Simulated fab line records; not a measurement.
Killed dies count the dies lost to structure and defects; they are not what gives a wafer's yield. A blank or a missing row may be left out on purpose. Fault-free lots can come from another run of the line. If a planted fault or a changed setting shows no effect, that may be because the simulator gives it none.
The tool behind it: which one?    flow nand-harc    6 lots with 18 wafers sampled at 5 steps, on a route of 1302 steps

== WHAT THE GAUGES READ, wafer by wafer ==
NHARC_END_SORT_01.
lot   measured      on         defect-limited-yield (%)
L164  day 24 08:28  prober-02  87 88 86
L167  day 26 00:51  prober-01  88 91 90
L172  day 28 06:11  prober-01  87 90 87
L174  day 29 01:17  prober-02  91 93 90
L184  day 33 05:14  prober-02  90 91 93
L186  day 34 13:49  prober-01  96 94 95

== WHICH TOOL RAN EACH LOT (tool, then ch and the chambers of the sampled wafers, then the start) ==
lot   NHARC_A_BONDPAD_DESCUM_11           NHARC_A_BONDPAD_ETCH_12             NHARC_A_BONDPAD_PRE_CLEAN_26             NHARC_A_BONDPAD_ANNEAL_28
L164  rie-diel-12 ch 1,3, day 23 01:41    rie-diel-12 ch 1,2,3, day 23 01:53  pvd-sputter-01, day 23 03:30 or earlier  rtp-anneal-01 ch 0, day 23 03:30
L167  rie-diel-13 ch 0,1,2, day 24 20:20  rie-diel-13 ch 0,1,2, day 24 20:31  pvd-sputter-02, day 24 22:01 or earlier  rtp-anneal-02 ch 0, day 24 22:01
L172  rie-diel-02 ch 0,2,3, day 26 23:00  rie-diel-02 ch 1,2, day 26 23:10    pvd-sputter-03, day 27 00:47 or earlier  rtp-anneal-02 ch 0, day 27 00:47
L174  rie-diel-02 ch 2,3, day 27 16:25    rie-diel-02 ch 0,1, day 27 16:35    pvd-sputter-03, day 27 18:17 or earlier  rtp-anneal-01 ch 0, day 27 18:17
L184  rie-diel-12 ch 0,2, day 31 16:58    rie-diel-12 ch 0,1, day 31 17:08    pvd-sputter-03, day 31 18:41 or earlier  rtp-anneal-02 ch 0, day 31 18:41
L186  rie-diel-12 ch 0,1,3, day 32 23:18  rie-diel-12 ch 0,1,2, day 32 23:29  pvd-sputter-02, day 33 01:04 or earlier  rtp-anneal-02 ch 0, day 33 01:04
- NHARC_A_BONDPAD_DESCUM_11: chemistry O2, time 3 s.
- NHARC_A_BONDPAD_ETCH_12: etches the open film in CHF3/O2, target depth 220 nm, time 110 s.
- NHARC_A_BONDPAD_PRE_CLEAN_26: time 30 s.
- NHARC_A_BONDPAD_ANNEAL_28: time 90 s.

== THE ANSWER, worked out from the rows above alone ==
Rule: the usual values come from the lots themselves. The widest of any qualifying gaps counts: lots, ordered by their means at a reading, are off when they make up no more than a third of the lots, leave a main group of 4 or more, and stand apart from it by 3 or more times the standard deviation of that group's means. A main group is skipped when, at the precision printed for the reading in the tables above, its means are all equal. A lot without any number at a reading at which 4 lots or more have one is off too. All remaining lots with rows at the step are treated as sound.
Across all readings shown, no lot is off: no conclusion can be drawn from this.

== WHAT THE SIMULATOR HAD PUT IN ==
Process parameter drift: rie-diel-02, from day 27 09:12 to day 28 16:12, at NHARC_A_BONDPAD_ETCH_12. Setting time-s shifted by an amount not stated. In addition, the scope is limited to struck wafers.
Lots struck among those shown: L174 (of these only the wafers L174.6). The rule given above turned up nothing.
